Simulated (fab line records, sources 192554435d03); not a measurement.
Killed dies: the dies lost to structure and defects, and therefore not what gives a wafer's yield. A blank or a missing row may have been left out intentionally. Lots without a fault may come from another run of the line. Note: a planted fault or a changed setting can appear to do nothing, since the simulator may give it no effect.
fab line records / flow n5-finfet
record lots=4 wafers=12 last-day=17
route steps=1938 shown BEOL_M8@1341 PASSIVATION@1936
lots untouched by any fault: they come from a run of this same line in which no faults occurred
start-h: hours from the record's first day to the start of the lot's first wafer shown / wait-h: hours from the lot's prior step to this one / " the same as in the row above / L1.1+2: one row covering several wafers at once / - either no value or no given start / * or withheld: withheld / < > ~ a bound
route shown NAME@n: names a module that has steps shown in the file, with the first one's number in the route / usual: average and standard deviation across the fault-free wafers / same: alike in all rows / chamber/n: place in a boat / sites: per-site readings / _std_site: standard deviation of those values / _edge_site: the outer-site mean with the inner-site mean subtracted / radius-mm: for every site, how far away it sits from the centre of the wafer / mask NAME#n: copy n / behind: the tool/chamber that last shaped the wafer / hold: the reason the lot was held/the length of the hold in hours/how it ended / device: transistor that didn't switch, given as n, p or np / end of line: tests of these same wafers at the route's end / step lacking rows: just its recipe / killed: count of dies lost to structure and defects at first sort (not the wafer's yield) / map: dies across one wafer; x = killed, . = not, _ = none there
set.NAME: setting as actually run; set.NAME@STEP: the setting as run at that earlier step / model.NAME: the simulator's own value behind a step, which no gauge read
certain route steps with their lots: each step a table, each wafer a row
services: from which hour (start-h, from the record's first day; less than 0 if before it) a tool's chamber was out of use, for how many hours, and why
## steps
# step N5_BEOL_M8_SOFTBAKE_06
# recipe temp-c=110 time-s=60 resist=CAR-ArF
# step N5_BEOL_M8_EXPOSE_08
# recipe mask-id=M8 na=1.35 source-shape=dipole sigma-inner=0.817 sigma-outer=0.97 polarization=te dose-mj=68.25
# step N5_BEOL_M8_PEB_09
# recipe peb-temp-c=withheld peb-time-s=60 resist=CAR-ArF
# step N5_BEOL_M8_DEVELOP_10
# recipe develop-time-s=30 developer=TMAH resist=CAR-ArF rinse-liquid=diw dry=air-spin dev-temp-c=23
# step N5_BEOL_M8_DESCUM_16
# recipe chemistry=O2 time-s=7.9 source-power-w=50 bias-power-w=20 pressure-mtorr=20 rf-frequency-hz=2.712e+07 temp-c=40 resist=CAR-ArF o2-flow-sccm=225
# step N5_BEOL_M8_ETCH_61
# recipe chemistry=CF4 target=SiARC target-depth-a=455 mask-material=CAR-ArF time-s=75.8 ion-energy-ev=80 pressure-mtorr=40 source-w=545 bias-w=36 Ar_flow_sccm=100 cf4-flow-sccm=100 ends=cleared
# step N5_BEOL_M8_ETCH_62
# recipe chemistry=N2/H2 target=SOC target-depth-a=1100 overetch-a=220 mask-material=SiARC temp-c=40 time-s=165 ion-energy-ev=200 pressure-mtorr=30 source-w=840 bias-w=150 n2-flow-sccm=200 h2-flow-sccm=200
# step N5_BEOL_M8_STRIP_68
# recipe chemistry=N2/H2 temp-c=40 n2-flow-sccm=200 h2-flow-sccm=200 rf-frequency-hz=6e+07
# step N5_BEOL_M8_STRIP_67
# recipe chemistry=CF4 resist=SiARC power-w=300 bias-power-w=75 pressure-mtorr=50 cf4-flow-sccm=150 rf-frequency-hz=6e+07
# step N5_BEOL_M8_HM_OPEN_17
# recipe chemistry=Cl2/BCl3 target-depth-a=200 overetch-a=60 target=TiN mask-material=SOC ion-energy-ev=150 pressure-mtorr=10 icp-w=1000 bias-w=126 Cl2_flow_sccm=53.25 bcl3-flow-sccm=21.75 Ar_flow_sccm=25
# usual drypump-motor-current-A=6.0/0.39 he-backside-leak-sccm=3.4/0.3 oes-product-au=0.63/0.057 throttle-valve-pct=22.36/0.14
lot.wafer=L800.2 tool=rie-metal-01 chamber=0 start-h=238.00 wait-h=0.0 drypump-motor-current-A=5.4 he-backside-leak-sccm=3.5 oes-product-au=0.62 rf-hours-counter-h=57 throttle-valve-pct=22.43
lot.wafer=L800.5 tool=rie-metal-01 chamber=1 start-h=238.00 wait-h=0.0 drypump-motor-current-A=6.2 he-backside-leak-sccm=3.4 oes-product-au=0.67 rf-hours-counter-h=- throttle-valve-pct=22.43
lot.wafer=L800.6 tool=rie-metal-01 chamber=0 start-h=238.00 wait-h=0.0 drypump-motor-current-A=5.4 he-backside-leak-sccm=3.4 oes-product-au=0.62 rf-hours-counter-h=- throttle-valve-pct=22.43
lot.wafer=L812.1 tool=rie-metal-01 chamber=0 start-h=313.70 wait-h=0.0 drypump-motor-current-A=5.5 he-backside-leak-sccm=3.2 oes-product-au=0.61 rf-hours-counter-h=65 throttle-valve-pct=22.47
lot.wafer=L812.4 tool=rie-metal-01 chamber=1 start-h=313.70 wait-h=0.0 drypump-motor-current-A=6.2 he-backside-leak-sccm=3.4 oes-product-au=0.64 rf-hours-counter-h=- throttle-valve-pct=22.48
lot.wafer=L812.6 tool=rie-metal-01 chamber=0 start-h=313.70 wait-h=0.0 drypump-motor-current-A=5.5 he-backside-leak-sccm=3.4 oes-product-au=0.61 rf-hours-counter-h=- throttle-valve-pct=22.46
lot.wafer=L816.1 tool=rie-metal-01 chamber=0 start-h=331.39 wait-h=0.0 drypump-motor-current-A=5.5 he-backside-leak-sccm=3.2 oes-product-au=0.61 rf-hours-counter-h=66 throttle-valve-pct=22.45
lot.wafer=L816.2 tool=rie-metal-01 chamber=1 start-h=331.39 wait-h=0.0 drypump-motor-current-A=6.2 he-backside-leak-sccm=3.5 oes-product-au=0.66 rf-hours-counter-h=46 throttle-valve-pct=22.45
lot.wafer=L816.6 tool=rie-metal-01 chamber=0 start-h=331.39 wait-h=0.0 drypump-motor-current-A=5.5 he-backside-leak-sccm=3.4 oes-product-au=0.61 rf-hours-counter-h=- throttle-valve-pct=22.43
lot.wafer=L818.2 tool=rie-metal-03 chamber=1 start-h=350.37 wait-h=0.0 drypump-motor-current-A=6.0 he-backside-leak-sccm=3.2 oes-product-au=0.61 rf-hours-counter-h=62 throttle-valve-pct=22.49
lot.wafer=L818.4 tool=rie-metal-03 chamber=0 start-h=350.37 wait-h=0.0 drypump-motor-current-A=6.4 he-backside-leak-sccm=3.5 oes-product-au=0.81 rf-hours-counter-h=- throttle-valve-pct=21.72
lot.wafer=L818.6 tool=rie-metal-03 chamber=1 start-h=350.37 wait-h=0.0 drypump-motor-current-A=5.9 he-backside-leak-sccm=3.1 oes-product-au=0.61 rf-hours-counter-h=- throttle-valve-pct=22.50
# step N5_BEOL_M8_STRIP_19
# recipe chemistry=O2 power-w=400 temp-c=40 pressure-mtorr=30 rf-frequency-hz=6e+07 bias-power-w=0 overash-fraction=0.2 o2-flow-sccm=225
# step N5_BEOL_M8_COAT_63
# recipe resist=SOC temp-c=250 time-s=60 spin-rpm=1500 resist-thk-nm=60
# step N5_BEOL_M8_COAT_64
# recipe resist=SiARC temp-c=220 time-s=60 spin-rpm=1500 resist-thk-nm=12
# step N5_BEOL_M8_COAT_71
# recipe resist=underlayer temp-c=205 time-s=60 spin-rpm=1500 resist-thk-nm=5
# step N5_BEOL_M8_COAT_22
# recipe resist=CAR-EUV spin-rpm=1500 resist-thk-nm=30
# step N5_BEOL_M8_EBR_24
# recipe solvent=PGMEA ebr-width-mm=1.5
# step N5_BEOL_M8_SOFTBAKE_23
# recipe temp-c=110 time-s=60 resist=CAR-EUV
# step N5_BEOL_M8_EXPOSE_25
# recipe mask-id=V7 na=0.33 source-shape=annular sigma-inner=0.4 sigma-outer=0.8 polarization=unpolarized target-cd-nm=40 dose-mj=42.5
# step N5_BEOL_M8_PEB_26
# recipe peb-temp-c=100 peb-time-s=60 resist=CAR-EUV
# step N5_BEOL_M8_DEVELOP_27
# recipe develop-time-s=30 developer=TMAH resist=CAR-EUV rinse-liquid=surfactant-rinse dry=air-spin dev-temp-c=23
# step N5_BEOL_M8_INSPECT_30
# recipe mode=adi inspect-instrument=brightfield
# usual raw-defect-count=420/85
lot.wafer=L800.2 tool=defect-inspect-02 chamber=- start-h=238.77 wait-h=0.0 raw-defect-count=309
lot.wafer=L800.5 tool=defect-inspect-02 chamber=- start-h=238.77 wait-h=0.0 raw-defect-count=369
lot.wafer=L800.6 tool=defect-inspect-02 chamber=- start-h=238.77 wait-h=0.0 raw-defect-count=339
lot.wafer=L812.1 tool=defect-inspect-02 chamber=- start-h=314.37 wait-h=0.1 raw-defect-count=847
lot.wafer=L812.4 tool=defect-inspect-02 chamber=- start-h=314.37 wait-h=0.1 raw-defect-count=692
lot.wafer=L812.6 tool=defect-inspect-02 chamber=- start-h=314.37 wait-h=0.1 raw-defect-count=846
lot.wafer=L816.1 tool=defect-inspect-01 chamber=- start-h=333.14 wait-h=0.1 raw-defect-count=751
lot.wafer=L816.2 tool=defect-inspect-01 chamber=- start-h=333.14 wait-h=0.1 raw-defect-count=712
lot.wafer=L816.6 tool=defect-inspect-01 chamber=- start-h=333.14 wait-h=0.1 raw-defect-count=818
lot.wafer=L818.2 tool=defect-inspect-02 chamber=- start-h=351.08 wait-h=0.0 raw-defect-count=543
lot.wafer=L818.4 tool=defect-inspect-02 chamber=- start-h=351.08 wait-h=0.0 raw-defect-count=630
lot.wafer=L818.6 tool=defect-inspect-02 chamber=- start-h=351.08 wait-h=0.0 raw-defect-count=508
# step N5_BEOL_M8_DESCUM_33
# recipe chemistry=O2 time-s=7 source-power-w=50 bias-power-w=20 pressure-mtorr=20 rf-frequency-hz=2.712e+07 temp-c=40 resist=CAR-EUV o2-flow-sccm=225
# step N5_PASSIVATION_PROBE_49
# usual defect-limited-yield=91.4/1.5 killed_at_M0_to_M3=32/9.8 killed_at_M4_up=15/5.6 killed-at-contacts=12/5.4 killed-at-front-end=40/13 killed-at-other=3.0/2.1 killed-dies=102/17 killed-open=67/13 killed-short=32/7.1 sort_bin_5_function=5.1/0.96 sort_bin_6_memory=3.2/0.7 sort-n-pass=1078/18 sort-yield-pct=91.3/1.5
# same gross-dies=1180 killed-at-back-side=0 sort_bin_4_leakage[%]=0 sort_bin_8_speed[%]=0
lot.wafer=L812.1 tool=prober-02 chamber=- start-h=393.83 wait-h=0.0 defect-limited-yield[%]=84.4 killed_at_M0_to_M3=30 killed_at_M4_up=113 killed-at-contacts=11 killed-at-front-end=27 killed-at-other=3 killed-dies=184 killed-open=56 killed-short=23 sort_bin_5_function[%]=9.8 sort_bin_6_memory[%]=3.6 sort-n-pass=996 sort-yield-pct[%]=84.4
lot.wafer=L812.4 tool=prober-02 chamber=- start-h=393.98 wait-h=0.2 defect-limited-yield[%]=88.3 killed_at_M0_to_M3=22 killed_at_M4_up=79 killed-at-contacts=9 killed-at-front-end=25 killed-at-other=3 killed-dies=138 killed-open=53 killed-short=14 sort_bin_5_function[%]=6.9 sort_bin_6_memory[%]=2.7 sort-n-pass=1042 sort-yield-pct[%]=88.3
lot.wafer=L812.6 tool=prober-02 chamber=- start-h=394.08 wait-h=0.3 defect-limited-yield[%]=83.1 killed_at_M0_to_M3=30 killed_at_M4_up=122 killed-at-contacts=15 killed-at-front-end=30 killed-at-other=2 killed-dies=199 killed-open=55 killed-short=30 sort_bin_5_function[%]=10.7 sort_bin_6_memory[%]=4.1 sort-n-pass=981 sort-yield-pct[%]=83.1
lot.wafer=L816.1 tool=prober-02 chamber=- start-h=408.83 wait-h=0.0 defect-limited-yield[%]=83.1 killed_at_M0_to_M3=41 killed_at_M4_up=114 killed-at-contacts=13 killed-at-front-end=28 killed-at-other=3 killed-dies=199 killed-open=54 killed-short=32 sort_bin_5_function[%]=10.7 sort_bin_6_memory[%]=4.1 sort-n-pass=981 sort-yield-pct[%]=83.1
lot.wafer=L816.2 tool=prober-02 chamber=- start-h=408.88 wait-h=0.1 defect-limited-yield[%]=84.7 killed_at_M0_to_M3=36 killed_at_M4_up=82 killed-at-contacts=6 killed-at-front-end=52 killed-at-other=5 killed-dies=181 killed-open=71 killed-short=35 sort_bin_5_function[%]=8.8 sort_bin_6_memory[%]=4.8 sort-n-pass=999 sort-yield-pct[%]=84.7
lot.wafer=L816.6 tool=prober-02 chamber=- start-h=409.08 wait-h=0.3 defect-limited-yield[%]=82.4 killed_at_M0_to_M3=33 killed_at_M4_up=131 killed-at-contacts=6 killed-at-front-end=33 killed-at-other=5 killed-dies=208 killed-open=66 killed-short=32 sort_bin_5_function[%]=11.1 sort_bin_6_memory[%]=4.7 sort-n-pass=972 sort-yield-pct[%]=82.4
# killed by level:class
L812.1 BEOL_M8:unspecified=101 BEOL_M2:geometric-particle:open=12 STI_FIN_REVEAL:geometric-particle:open=6 MOL_CONTACT_COAG:geometric-particle:open=6 BEOL_M1:geometric-particle:open=6 MOL_CONTACT_COAG:geometric-particle:short=5 ILD0:geometric-particle:open=4 BEOL_M5:geometric-particle:open=4
L812.4 BEOL_M8:unspecified=68 BEOL_M2:geometric-particle:open=11 MOL_CONTACT_COAG:geometric-particle:open=8 DUMMY_GATE:geometric-particle:open=6 BEOL_M5:geometric-particle:open=5 BEOL_M0_SAQP:geometric-particle:open=4 FIN_SAQP:geometric-particle:open=3 STI_FIN_REVEAL:geometric-particle:open=3
L812.6 BEOL_M8:unspecified=109 MOL_CONTACT_COAG:geometric-particle:open=15 BEOL_M2:geometric-particle:open=9 FIN_SAQP:geometric-particle:short=7 BEOL_M0_SAQP:geometric-particle:short=5 BEOL_M2:geometric-particle:short=5 STI_FIN_REVEAL:geometric-particle:open=4 BEOL_M0_SAQP:geometric-particle:open=4
L816.1 BEOL_M8:unspecified=108 MOL_CONTACT_COAG:geometric-particle:open=9 BEOL_M3:geometric-particle:open=9 BEOL_M0_SAQP:geometric-particle:short=8 BEOL_M0_SAQP:geometric-particle:open=7 GATE_CUT:geometric-particle:open=4 MOL_CONTACT_COAG:geometric-particle:short=4 BEOL_M1:geometric-particle:open=4
L816.2 BEOL_M8:unspecified=73 STI_FIN_REVEAL:geometric-particle:open=17 BEOL_M3:geometric-particle:open=9 FIN_SAQP:geometric-particle:open=7 BEOL_M0_SAQP:geometric-particle:open=7 BEOL_M0_SAQP:geometric-particle:short=7 ILD0:geometric-particle:open=6 STI_FIN_REVEAL:geometric-particle:short=5
L816.6 BEOL_M8:unspecified=109 BEOL_M0_SAQP:geometric-particle:open=13 BEOL_M4:geometric-particle:open=12 BEOL_M0_SAQP:geometric-particle:short=8 STI_FIN_REVEAL:geometric-particle:open=7 GATE_CUT:geometric-particle:short=6 MOL_CONTACT_COAG:geometric-particle:open=6 BEOL_M3:geometric-particle:open=4
# map L812.6 (x killed, . not)
_________________...........x________________
______________........x...x....._____________
___________.....x...............x..__________
__________..x......x.x.............x_________
________.............x.......x........_______
_______.x..x.........x.x....x.........x______
______x.....x......x...x................_____
_____......x..............x............x.____
____.x....................................___
___x.........x.......x.........xx.......x..__
___.......x............x....x......x.......__
__x.....x.............................x..x.._
__.............................x.....x....x._
_x.......................x......x......x.....
_.....x...................x.x...x.xx..xxxx.x.
_..............x.................x.xxxxxxxxxx
_........................x.....xx.xxxxxxxxxx.
_.x...x.........x...........x...xxxxxxxxxxxx.
_...x.x.x..xx...xx....xx.....xxx..xxxxxxxxxxx
_..x...x...x..................x..xxxxxxxxxxxx
_............x............x.....xxxxxxxxxxxxx
__...............................xxxxxxxxxx._
__.x..........................x...x.xxx.xxxx_
___...........................x...xx..x....__
___..x....................x............x.x.__
____..................................xx..___
_____....................................____
______.......................x......x..._____
_______.x.............x...x..x.x.x.....______
________................x....x........_______
__________................x........._________
___________...x.............x......__________
______________....x...........x._____________
_________________.xx.........________________
# map L816.6 (x killed, . not)
_________________x....x......________________
______________............x....._____________
___________.......xx......xx......x__________
__________........x.x............x.._________
________.........x...................._______
_______.....x.x.................x...x..______
______..............x....x.............._____
_____.................x.........x........____
____..x............x.x...........xx..x....___
___........................................__
___.......x.................x.....x........__
__.........x.....x......xx.................._
__..........xx....x..............xxx..x.xxx._
_...x....x......x.................xxx.xx.x...
_...x...............x.x.......x....xx.xxxx..x
_.x.......xx.........x.......x....xxxxxxxxxx.
_....x..........................xxxxxxxxxxxx.
_.........x...........x.....x...xxxxxxxxxxxxx
_......x..............x......x.xxxxxxxxxxxxx.
_...........................x....xxxxxxxxxxx.
_x..x.x........x...........xx.x..xxxxxxxxx.x.
__......x........x.....xxx.......x.xxxxxxx.x_
__x..x..................x...x......xxxx.xxx._
___.x....x....x.........x........x...x.x.x.__
___...................................x.x..__
____..................x.....x.............___
_____.................x.........x........____
______x...................x............._____
_______.x.x...........xx.......x.......______
________..x....x......................_______
__________.......x.x...x.x.....x...._________
___________.............x..x...x...__________
______________.................._____________
_________________............________________
## services
tool=rie-metal-03 chamber=1 start-h=230.89 hours=8.2 kind=repair
tool=rie-metal-03 chamber=- start-h=256.46 hours=0.2 kind=repair
tool=rie-metal-03 chamber=0 start-h=328.34 hours=- kind=clean
tool=rie-metal-03 chamber=0 start-h=328.34 hours=15.6 kind=scheduled-down
tool=rie-metal-03 chamber=0 start-h=328.34 hours=15.6 kind=vent-cycle
## key
first-sign step=N5_BEOL_M8_INSPECT_30 reading=raw-defect-count direction=up sigmas=4.2 usual=420 struck=778
effect step=N5_PASSIVATION_PROBE_49 reading=killed_at_M4_up direction=up sigmas=17 usual=15 struck=107
more-kills-born-at N5_BEOL_M8_HM_OPEN_17@rie-metal-01=568
met-at N5_BEOL_M8_HM_OPEN_17
struck-wafers L812.1,L812.4,L812.6,L816.1,L816.2,L816.6
onset-between 238.00 313.70
fault kind=chamber-particle-source tool=rie-metal-01 chamber=- onset-h=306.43 steps=N5_BEOL_M8_HM_OPEN_17 rate-per-visit-cm2=0.53996 end-h=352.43
